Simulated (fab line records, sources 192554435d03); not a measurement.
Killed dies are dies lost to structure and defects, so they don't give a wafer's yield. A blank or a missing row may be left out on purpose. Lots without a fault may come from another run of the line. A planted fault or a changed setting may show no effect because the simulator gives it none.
Which tool did it? | flow n5_finfet | 9 lots, 27 wafers sampled, at 5 steps of a route of 1938

WHAT THE GAUGES READ, wafer by wafer
The record holds no reading of a measuring or inspecting step that can be judged against a usual standard deviation.

WHICH TOOL RAN EACH LOT (tool, then ch and the chambers of the sampled wafers, then the start)
lot  | N5_BEOL_M5_ETCH_72                 | N5_BEOL_M5_ETCH_61                 | N5_BEOL_M5_ETCH_68                 | N5_BEOL_M5_ETCH_41                            | N5_PASSIVATION_PROBE_49
L315 | rie_diel-04 ch 0,2, day 9 00:28    | rie_diel-04 ch 0,2, day 9 00:29    | rie_diel-03 ch 1,3, day 9 03:35    | rie_diel-03 ch 1,3, no start                  | -
L313 | rie_diel-02 ch 0,1,2, day 9 02:47  | rie_diel-02 ch 0,1,2, day 9 02:48  | rie_diel-02 ch 1,2,3, day 9 05:21  | rie_diel-02 ch 1,2,3, no start                | -
L319 | rie_diel-03 ch 0,1,2, day 10 10:25 | rie_diel-03 ch 0,1,2, day 10 10:26 | rie_diel-04 ch 0,1,2, day 10 12:34 | rie_diel-04 ch 0,1,2, day 15 04:32 or earlier | prober-02, day 15 04:32
L322 | rie_diel-02 ch 0,3, day 10 17:10   | rie_diel-02 ch 0,3, day 10 17:11   | rie_diel-04 ch 1,2, day 10 19:07   | rie_diel-04 ch 1,2, no start                  | -
L324 | rie_diel-03 ch 0,3, day 11 19:54   | rie_diel-03 ch 0,3, day 11 19:55   | rie_diel-03 ch 0,1,2, day 11 21:55 | rie_diel-03 ch 0,1,2, no start                | -
L331 | rie_diel-03 ch 0,2,3, day 13 11:48 | rie_diel-03 ch 0,2,3, day 13 11:49 | rie_diel-02 ch 0,1,2, day 13 15:01 | rie_diel-02 ch 0,1,2, no start                | -
L333 | rie_diel-03 ch 0,1, day 13 12:02   | rie_diel-03 ch 0,1, day 13 12:02   | rie_diel-03 ch 0,1, day 13 15:04   | rie_diel-03 ch 0,1, no start                  | -
L332 | rie_diel-02 ch 2,3, day 13 12:35   | rie_diel-02 ch 2,3, day 13 12:37   | rie_diel-03 ch 0,3, day 13 15:27   | rie_diel-03 ch 0,3, no start                  | -
L334 | rie_diel-03 ch 0,1, day 14 00:34   | rie_diel-03 ch 0,1, day 14 00:35   | rie_diel-03 ch 1,2,3, day 14 01:56 | rie_diel-03 ch 1,2,3, no start                | -
- N5_BEOL_M5_ETCH_72: etches underlayer in N2/H2, target depth 6.5 nm, time 5.2 s.
- N5_BEOL_M5_ETCH_61: etches SiARC in CF4, target depth 15.6 nm, time 26 s.
- N5_BEOL_M5_ETCH_68: etches SOC in N2/H2, target depth 80 nm, overetch 16 nm, time 120 s.
- N5_BEOL_M5_ETCH_41: etches SiCN in CH3F/O2, target depth 31.5 nm, time 56.7 s.
- N5_PASSIVATION_PROBE_49

WHAT THE TOOLS THEMSELVES READ (means of the sampled wafers that have a number; where no wafer has one, the mark that the record gives instead)
N5_BEOL_M5_ETCH_72.
lot  | tool        | drypump_motor_current_A (A) | etch_rf_on_time_s (s) | oes_product_au (a.u.) | rf_vpp_V (V) | showerhead_plenum_p_Torr (Torr) | throttle_valve_pct (%)
L315 | rie_diel-04 | 5.4                         | 5.29                  | 0.63                  | 521.0        | 2.48                            | 17.7
L313 | rie_diel-02 | 5.7                         | 5.26                  | 0.66                  | 526.5        | 2.62                            | 18.1
L319 | rie_diel-03 | 5.7                         | 5.19                  | 0.60                  | 522.9        | 2.53                            | 17.9
L322 | rie_diel-02 | 6.1                         | 5.34                  | 0.63                  | 524.8        | 2.57                            | 18.1
L324 | rie_diel-03 | 5.6                         | 5.20                  | 0.71                  | 525.1        | 2.54                            | 17.8
L331 | rie_diel-03 | 5.5                         | 5.19                  | 0.69                  | 523.4        | 2.52                            | 17.9
L333 | rie_diel-03 | 5.9                         | 5.06                  | 0.81                  | 524.4        | 2.56                            | 17.4
L332 | rie_diel-02 | 6.0                         | 5.02                  | 0.72                  | 523.7        | 2.49                            | 17.4
L334 | rie_diel-03 | 5.9                         | 5.15                  | 0.79                  | 524.4        | 2.56                            | 17.4

N5_BEOL_M5_ETCH_61.
lot  | tool        | drypump_motor_current_A (A) | etch_rf_on_time_s (s) | oes_product_au (a.u.) | rf_vpp_V (V) | showerhead_plenum_p_Torr (Torr) | throttle_valve_pct (%)
L315 | rie_diel-04 | 5.4                         | 26.5                  | 0.64                  | 182.9        | 2.09                            | 15.3
L313 | rie_diel-02 | 5.6                         | 25.9                  | 0.66                  | 184.2        | 2.21                            | 15.9
L319 | rie_diel-03 | 5.7                         | 26.4                  | 0.60                  | 184.2        | 2.14                            | 15.8
L322 | rie_diel-02 | 6.0                         | 26.8                  | 0.63                  | 183.2        | 2.17                            | 15.9
L324 | rie_diel-03 | 5.6                         | 26.0                  | 0.70                  | 185.2        | 2.14                            | 15.4
L331 | rie_diel-03 | 5.5                         | 25.7                  | 0.69                  | 184.4        | 2.13                            | 15.6
L333 | rie_diel-03 | 5.9                         | 25.8                  | 0.80                  | 184.5        | 2.17                            | 15.2
L332 | rie_diel-02 | 5.9                         | 25.6                  | 0.71                  | 183.4        | 2.12                            | 15.4
L334 | rie_diel-03 | 5.9                         | 25.6                  | 0.79                  | 184.5        | 2.17                            | 15.2

N5_BEOL_M5_ETCH_68.
lot  | tool        | drypump_motor_current_A (A) | oes_product_au (a.u.) | rf_vpp_V (V) | run_length_s (s) | showerhead_plenum_p_Torr (Torr) | throttle_valve_pct (%)
L315 | rie_diel-03 | 6.1                         | 0.56                  | 525.5        | 142.7            | 2.61                            | 17.6
L313 | rie_diel-02 | 6.0                         | 0.64                  | 524.8        | 143.5            | 2.57                            | 17.6
L319 | rie_diel-04 | 5.5                         | 0.57                  | 520.8        | 152.9            | 2.45                            | 17.7
L322 | rie_diel-04 | 5.2                         | 0.55                  | 523.1        | 161.6            | 2.51                            | 17.5
L324 | rie_diel-03 | 5.7                         | 0.60                  | 523.9        | 143.1            | 2.53                            | 17.8
L331 | rie_diel-02 | 5.7                         | 0.64                  | 525.1        | 143.2            | 2.61                            | 18.0
L333 | rie_diel-03 | 5.9                         | 0.71                  | 524.8        | 142.6            | 2.56                            | 17.4
L332 | rie_diel-03 | 5.4                         | 0.66                  | 523.5        | 143.1            | 2.51                            | 17.7
L334 | rie_diel-03 | 5.9                         | 0.61                  | 523.5        | 142.9            | 2.55                            | 17.7

N5_BEOL_M5_ETCH_41.
lot  | tool        | drypump_motor_current_A (A) | oes_product_au (a.u.) | rf_vpp_V (V) | run_length_s (s) | showerhead_plenum_p_Torr (Torr) | throttle_valve_pct (%)
L315 | rie_diel-03 | 6.1                         | 0.72                  | 298.7        | 79.6             | 2.04                            | 16.09
L313 | rie_diel-02 | 6.0                         | 0.84                  | 297.8        | 80.4             | 2.02                            | 16.21
L319 | rie_diel-04 | 5.4                         | 0.76                  | 296.4        | 80.3             | 1.92                            | 16.07
L322 | rie_diel-04 | 5.2                         | 0.75                  | 297.1        | 79.7             | 1.97                            | 15.98
L324 | rie_diel-03 | 5.7                         | 0.79                  | 297.3        | 79.7             | 2.00                            | 16.35
L331 | rie_diel-02 | 5.7                         | 0.83                  | 297.6        | 80.1             | 2.05                            | 16.43
L333 | rie_diel-03 | 5.9                         | 0.94                  | 297.6        | 79.5             | 2.02                            | 15.89
L332 | rie_diel-03 | 5.3                         | 0.88                  | 296.7        | 80.0             | 1.99                            | 16.25
L334 | rie_diel-03 | 5.9                         | 0.79                  | 297.2        | 79.7             | 2.00                            | 16.16

N5_PASSIVATION_PROBE_49.
lot  | tool      | defect_limited_yield (%) | killed_at_M0_to_M3 | killed_at_M4_up | killed_at_contacts | killed_at_front_end | killed_at_other | killed_dies | killed_open | killed_short | sort_bin_4_leakage (%) | sort_bin_5_function (%) | sort_bin_6_memory (%) | sort_bin_8_speed (%) | sort_n_pass | sort_yield_pct (%)
L319 | prober-02 | 91.4                     | 32                 | 19              | 12                 | 38                  | 1.0             | 101         | 68          | 30           | 0.00                   | 5.2                     | 2.9                   | 0.0                  | 1079        | 91.4

THE ANSWER, worked out from the rows above alone
Rule: what is usual is taken from the lots themselves. Put in order of their means at a reading, lots are off if they are a third of the lots or fewer, leave a main group of 4 or more, and stand apart from it by a gap of 3 or more times the standard deviation of the main group's means; of several such gaps the widest counts. A main group whose means are all the same, to the digits that the tables above print for the reading, isn't used. A lot without any number at a reading at which 4 lots or more have one is off too. The other lots that the step has rows for count as sound. The gauges are gone through in route order, then the tools' own readings, and for those a lot's mean is taken as printed above. The first step at which some lot is off is used, and at that step the reading that is off furthest; a lot without a number counts as furthest.
Off: L319, L322, at N5_BEOL_M5_ETCH_68 (run_length_s). The main group: mean 143.0 s, standard deviation 0.28.
A tool fits if, at that step or a process step before it, it ran every lot that is off, and no sound lot after the first of them. One fits: rie_diel-04 at N5_BEOL_M5_ETCH_68. It ran no sound lot before its first lot that is off in this sample, so the start can't be narrowed down.
The tool's own readings at N5_BEOL_M5_ETCH_68 bear it out: on the lots that are off they differ by more than 5 times the standard deviation of the sound lots' means. run_length_s reads 157.2 s there against 143.0 s on the sound lots.

WHAT THE SIMULATOR HAD PUT IN
Process parameter drift: rie_diel-04, from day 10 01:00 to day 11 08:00, at N5_BEOL_M5_ETCH_68. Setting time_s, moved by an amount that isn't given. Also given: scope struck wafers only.
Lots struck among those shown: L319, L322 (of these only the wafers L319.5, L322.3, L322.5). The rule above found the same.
